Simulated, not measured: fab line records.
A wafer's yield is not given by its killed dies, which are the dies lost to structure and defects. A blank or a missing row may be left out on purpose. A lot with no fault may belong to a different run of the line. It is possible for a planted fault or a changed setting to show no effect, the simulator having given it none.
Which tool is to blame? :: flow n5Finfet :: 36 wafers from 12 lots sampled at 2 of the route's 1938 steps

== WHAT THE GAUGES READ, wafer by wafer ==
N5_ZERO_LAYER_INSPECT_20: inspects for defects (darkfield). Usual: rawDefectCount reads 34 (standard deviation 16).
lot: L431
measured: day 1 20:05
on: defectInspect-01
rawDefectCount: 9 30 20
flag: 

lot: L432
measured: day 2 01:23
on: defectInspect-01
rawDefectCount: 77 36 38
flag: 

lot: L434
measured: day 2 13:17
on: defectInspect-01
rawDefectCount: 43 17 11
flag: 

lot: L437
measured: day 3 07:28
on: defectInspect-02
rawDefectCount: 27 27 16
flag: 

lot: L438
measured: day 3 13:24
on: defectInspect-01
rawDefectCount: 34 17 27
flag: 

lot: L439
measured: day 3 19:15
on: defectInspect-02
rawDefectCount: 16 81 42
flag: 

lot: L440
measured: day 4 01:17
on: defectInspect-02
rawDefectCount: 28 25 79
flag: 

lot: L442
measured: day 4 13:24
on: defectInspect-02
rawDefectCount: 20 25 45
flag: 

lot: L443
measured: day 4 19:17
on: defectInspect-02
rawDefectCount: 31 22 46
flag: 

lot: L444
measured: day 5 01:17
on: defectInspect-02
rawDefectCount: 26 16 19
flag: 

lot: L445
measured: day 5 07:26
on: defectInspect-02
rawDefectCount: 26 34 47
flag: 

lot: L453
measured: day 7 07:26
on: defectInspect-01
rawDefectCount: 23 32 33
flag: 

== WHICH TOOL RAN EACH LOT (tool, then ch and the chambers of the sampled wafers, then the start) ==
lot: L431
N5_ZERO_LAYER_ETCH_18: rieSi-02 ch 0,1, day 1 19:37

lot: L432
N5_ZERO_LAYER_ETCH_18: rieSi-04 ch 0,1,2, day 2 00:55

lot: L434
N5_ZERO_LAYER_ETCH_18: rieSi-06 ch 0,1,2, day 2 12:49

lot: L437
N5_ZERO_LAYER_ETCH_18: rieSi-04 ch 0,1,2, day 3 06:59

lot: L438
N5_ZERO_LAYER_ETCH_18: rieSi-02 ch 0,2,3, day 3 12:56

lot: L439
N5_ZERO_LAYER_ETCH_18: rieSi-06 ch 0,2, day 3 18:47

lot: L440
N5_ZERO_LAYER_ETCH_18: rieSi-04 ch 0,3, day 4 00:49

lot: L442
N5_ZERO_LAYER_ETCH_18: rieSi-02 ch 1,2,3, day 4 12:56

lot: L443
N5_ZERO_LAYER_ETCH_18: rieSi-04 ch 0,3, day 4 18:49

lot: L444
N5_ZERO_LAYER_ETCH_18: rieSi-02 ch 0,1, day 5 00:49

lot: L445
N5_ZERO_LAYER_ETCH_18: rieSi-06 ch 0,1,2, day 5 06:58

lot: L453
N5_ZERO_LAYER_ETCH_18: rieSi-04 ch 0,3, day 7 06:58
- N5_ZERO_LAYER_ETCH_18: etches Si in HBr/Cl2, target depth 120 nm, time 40 s.

== AS READ BY THE TOOLS THEMSELVES (means over the sampled wafers that have a number; for cases with no such wafer, the mark the record gives instead) ==
N5_ZERO_LAYER_ETCH_18. Usual: drypumpMotorCurrentA 5.9 A, standard deviation 0.53; heBacksideLeakSccm 2.71 sccm, standard deviation 0.27; oesProductAu 0.991 a.u., standard deviation 0.011; throttleValvePct 36.3 %, standard deviation 0.33.
lot: L431
tool: rieSi-02
drypumpMotorCurrentA (A): 6.1
heBacksideLeakSccm (sccm): 2.62
oesProductAu (a.u.): 0.978
throttleValvePct (%): 36.7
flag: 

lot: L432
tool: rieSi-04
drypumpMotorCurrentA (A): 5.3
heBacksideLeakSccm (sccm): 2.74
oesProductAu (a.u.): 0.994
throttleValvePct (%): 36.4
flag: 

lot: L434
tool: rieSi-06
drypumpMotorCurrentA (A): 6.4
heBacksideLeakSccm (sccm): 2.72
oesProductAu (a.u.): 0.988
throttleValvePct (%): 36.3
flag: 

lot: L437
tool: rieSi-04
drypumpMotorCurrentA (A): 5.4
heBacksideLeakSccm (sccm): 2.70
oesProductAu (a.u.): 0.988
throttleValvePct (%): 36.4
flag: 

lot: L438
tool: rieSi-02
drypumpMotorCurrentA (A): 6.0
heBacksideLeakSccm (sccm): 2.69
oesProductAu (a.u.): 1.002
throttleValvePct (%): 36.2
flag: 

lot: L439
tool: rieSi-06
drypumpMotorCurrentA (A): 6.4
heBacksideLeakSccm (sccm): 2.42
oesProductAu (a.u.): 0.991
throttleValvePct (%): 36.1
flag: 

lot: L440
tool: rieSi-04
drypumpMotorCurrentA (A): 5.6
heBacksideLeakSccm (sccm): 2.75
oesProductAu (a.u.): 0.987
throttleValvePct (%): 36.6
flag: 

lot: L442
tool: rieSi-02
drypumpMotorCurrentA (A): 6.2
heBacksideLeakSccm (sccm): 2.60
oesProductAu (a.u.): 0.998
throttleValvePct (%): 36.3
flag: 

lot: L443
tool: rieSi-04
drypumpMotorCurrentA (A): 5.2
heBacksideLeakSccm (sccm): 2.76
oesProductAu (a.u.): 0.988
throttleValvePct (%): 36.3
flag: 

lot: L444
tool: rieSi-02
drypumpMotorCurrentA (A): 6.1
heBacksideLeakSccm (sccm): 2.59
oesProductAu (a.u.): 0.984
throttleValvePct (%): 36.6
flag: 

lot: L445
tool: rieSi-06
drypumpMotorCurrentA (A): 6.4
heBacksideLeakSccm (sccm): 2.66
oesProductAu (a.u.): 0.992
throttleValvePct (%): 36.3
flag: 

lot: L453
tool: rieSi-04
drypumpMotorCurrentA (A): 5.6
heBacksideLeakSccm (sccm): 2.96
oesProductAu (a.u.): 0.984
throttleValvePct (%): 36.5
flag: 

== THE ANSWER, worked out from the rows above alone ==
Rule: take the mean of a lot's wafers that have a number; if it is more than 3 standard deviations from the usual mean, the lot is off. A lot without any number at a reading at which 4 lots or more have one is off too. Any other lot the step has rows for is counted as sound. The gauges are gone through in route order, then the tools' own readings, and for those a lot's mean is taken as printed above. The first step at which some lot is off is used, and at that step the reading that is off furthest; a lot without a number counts as furthest.
Nothing can be told from this: no lot is off at any reading shown.

== WHAT WAS PUT IN BY THE SIMULATOR ==
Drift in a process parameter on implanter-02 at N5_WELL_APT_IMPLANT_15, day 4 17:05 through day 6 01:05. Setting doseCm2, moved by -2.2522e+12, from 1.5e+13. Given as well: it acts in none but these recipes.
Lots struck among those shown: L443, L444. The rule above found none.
